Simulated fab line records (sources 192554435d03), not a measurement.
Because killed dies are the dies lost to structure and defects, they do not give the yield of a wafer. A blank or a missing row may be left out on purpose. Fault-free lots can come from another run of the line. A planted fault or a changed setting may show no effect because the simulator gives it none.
Chamber matching | flow n5 finfet | 3 sister chambers for N5_MOL_CONTACT_COAG_CO_FILL_22 on cvd co-02
The step material Co, precursor CCTBA/H2, target thk 20 nm. 36 wafers are shown with their chamber, then 12 later ones without.

== WAFERS PAIRED WITH THEIR CHAMBERS ==
wafer  | chamber | heater power w (W) | susceptor temp C (C)
L075.3 | 2       | 213                | 200.14
L075.4 | 1       | 243                | 199.82
L075.6 | 0       | 233                | 200.11
L076.1 | 2       | 213                | 199.91
L076.3 | 0       | 237                | 199.91
L076.5 | 1       | 257                | 199.58
L077.1 | 0       | 236                | 200.14
L077.2 | 2       | 214                | 199.90
L077.3 | 1       | 246                | 199.92
L078.1 | 0       | 235                | 199.89
L078.5 | 0       | 236                | 199.98
L078.6 | 1       | 250                | 200.12
L079.3 | 0       | 237                | 199.93
L079.5 | 0       | 237                | 199.84
L079.6 | 1       | 249                | 199.95
L080.3 | 2       | 212                | 199.84
L080.4 | 2       | 210                | 199.88
L080.6 | 1       | 255                | 200.07
L082.2 | 2       | 216                | 200.28
L082.3 | 0       | 243                | 200.23
L082.6 | 2       | 210                | 199.99
L083.2 | 0       | 238                | 199.96
L083.5 | 2       | 210                | 199.92
L083.6 | 0       | 235                | 199.82
L084.1 | 2       | 212                | 199.97
L084.3 | 2       | 213                | 199.84
L084.5 | 0       | 239                | 199.96
L086.2 | 0       | 240                | 199.93
L086.4 | 2       | 216                | 200.02
L086.5 | 0       | 239                | 199.91
L087.1 | 2       | 215                | 200.17
L087.4 | 2       | 212                | 200.04
L087.5 | 0       | 233                | 200.27
L090.2 | 1       | 253                | 200.23
L090.4 | 2       | 210                | 199.79
L090.5 | 0       | 241                | 199.90

SIGNATURES (means of the wafers above)
reading          | chamber 0 | chamber 1 | chamber 2 | scatter within a chamber
heater power w   | 237.27    | 250.43    | 212.57    | 3.1
susceptor temp C | 199.9853  | 199.9557  | 199.9779  | 0.155
Rule: for each reading, subtract the chamber's mean from the wafer's reading, divide by that reading's scatter and square the result; add these up over the readings and take the root, which gives the wafer's distance from the chamber. If the next closest chamber is less than 2 further off than the closest, the wafer can't be placed; otherwise it belongs to the closest. The scatter: take each reading less its chamber's mean, square it, sum over the shown wafers, divide by the number of wafers less the number of chambers, and take the root.

== WAFERS WHOSE CHAMBER IS MISSING ==
wafer  | heater power w (W) | susceptor temp C (C)
L091.2 | 218                | 199.92
L091.5 | 213                | 200.15
L091.6 | 235                | 199.91
L094.1 | 257                | 200.07
L094.4 | 256                | 199.74
L094.5 | 239                | 199.95
L096.3 | 212                | 200.10
L096.4 | 239                | 200.03
L096.6 | 247                | 200.10
L097.2 | 257                | 199.70
L097.3 | 214                | 199.90
L097.5 | 238                | 199.90

== EACH ONE'S CHAMBER ==
wafer  | from the rows above     | in truth
L091.2 | 2                       | 2
L091.5 | 2                       | 2
L091.6 | 0                       | 0
L094.1 | 1                       | 1
L094.4 | 1                       | 1
L094.5 | 0                       | 0
L096.3 | 2                       | 2
L096.4 | 0                       | 0
L096.6 | can't be placed: 1 or 0 | 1
L097.2 | 1                       | 1
L097.3 | 2                       | 2
L097.5 | 0                       | 0
Placed correctly: 11 of 12. Not placeable from these rows: 1 (in 1, the candidates include the true chamber). Wrongly placed: 0.
